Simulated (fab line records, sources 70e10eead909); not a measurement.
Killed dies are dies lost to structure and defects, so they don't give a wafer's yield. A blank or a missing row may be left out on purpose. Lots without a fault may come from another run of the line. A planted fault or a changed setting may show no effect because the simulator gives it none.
Problem report in the 8D (eight disciplines) form, filled by code | flow nand_harc | the parts of the form that need people (team, actions taken, sign-off) are left out

1. THE PROBLEM
thk_nm at NHARC_A_ONON_D1_THK_MEAS_34 reads a mean of 364.5 nm on 6 wafers of 2 lots; wafers without a fault read 200.8 nm with a standard deviation of 2.8. That is +58 standard deviations from the usual mean.
The step: measures by ellipsometry.
First seen on wafer L686.1, day 12 06:02, on film_metro-02. The record holds 42 wafers of 14 lots with a number at this step. Rule for "out", or "out of limits": more than 4 standard deviations from the usual mean. The other wafers with a number count as sound.

2. WHAT IT IS AND WHAT IT IS NOT
question                    | is                           | is not
which readings at this step | thk_nm                       | -
which lots                  | L686, L687                   | L677, L678, L679, L680, L682, L684, L685, L696, L697, L698, L699, L700
which wafers of those lots  | all that have a number       | -
read on which gauges        | film_metro-01, film_metro-02 | -
when                        | from day 12 06:02            | up to then (21 sound wafers); but 15 sound wafers of L696, L697, L698, L699, L700 came after

3. SUSPECTS, AND WHAT RULES EACH OUT
Counting: a tool at a process step up to the reading stays a suspect if it ran every lot that is out and no sound lot after the first of them.
- the gauge at NHARC_A_ONON_D1_THK_MEAS_34: ruled out. The wafers that are out were read on 2 gauges (film_metro-01, film_metro-02).
- pecvd-02 at NHARC_A_ONON_D1_DEP_33 (deposits SiO2, target thk 200 nm): ruled out as a lasting fault. Sound lots L697, L698, L699 ran on it after its first lot that is out, L686 (day 12 05:37).
Left after counting: nothing in the record.

4. THE CAUSE (what the simulator had put in)
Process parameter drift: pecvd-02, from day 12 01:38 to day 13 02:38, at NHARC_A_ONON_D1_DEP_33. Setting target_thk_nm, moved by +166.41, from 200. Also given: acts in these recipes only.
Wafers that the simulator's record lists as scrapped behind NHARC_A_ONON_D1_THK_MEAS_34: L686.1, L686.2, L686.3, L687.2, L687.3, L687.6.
Counting ruled it out, wrongly: the rule takes a fault to strike every lot that its tool runs from its start on, and this one did not.

5. THE CHAIN OF EFFECTS, in route order
Each row: a reading whose mean over the struck wafers that have a number lies more than 3 standard deviations from the usual. Only readings for which the record gives a usual standard deviation are gone through. hours: the time from each lot's start at the first step in this table that gives one to its start at this step, as a median over the lots. sigmas: the change in usual standard deviations.
hours | step                        | reading | usual    | on struck wafers | change | sigmas
0     | NHARC_A_ONON_D1_THK_MEAS_34 | thk_nm  | 200.8 nm | 364.5            | +163.7 | +58

6. WHAT WOULD HAVE CAUGHT IT SOONER
In this record the first reading out of limits at a measuring or inspecting step was taken at day 12 06:02, 4 hours after the fault began at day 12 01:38.
Of the tool readings at NHARC_A_ONON_D1_DEP_33 for which the record gives a usual standard deviation, none was out on any struck wafer, so an alarm limit of 4 standard deviations on them would not have fired.
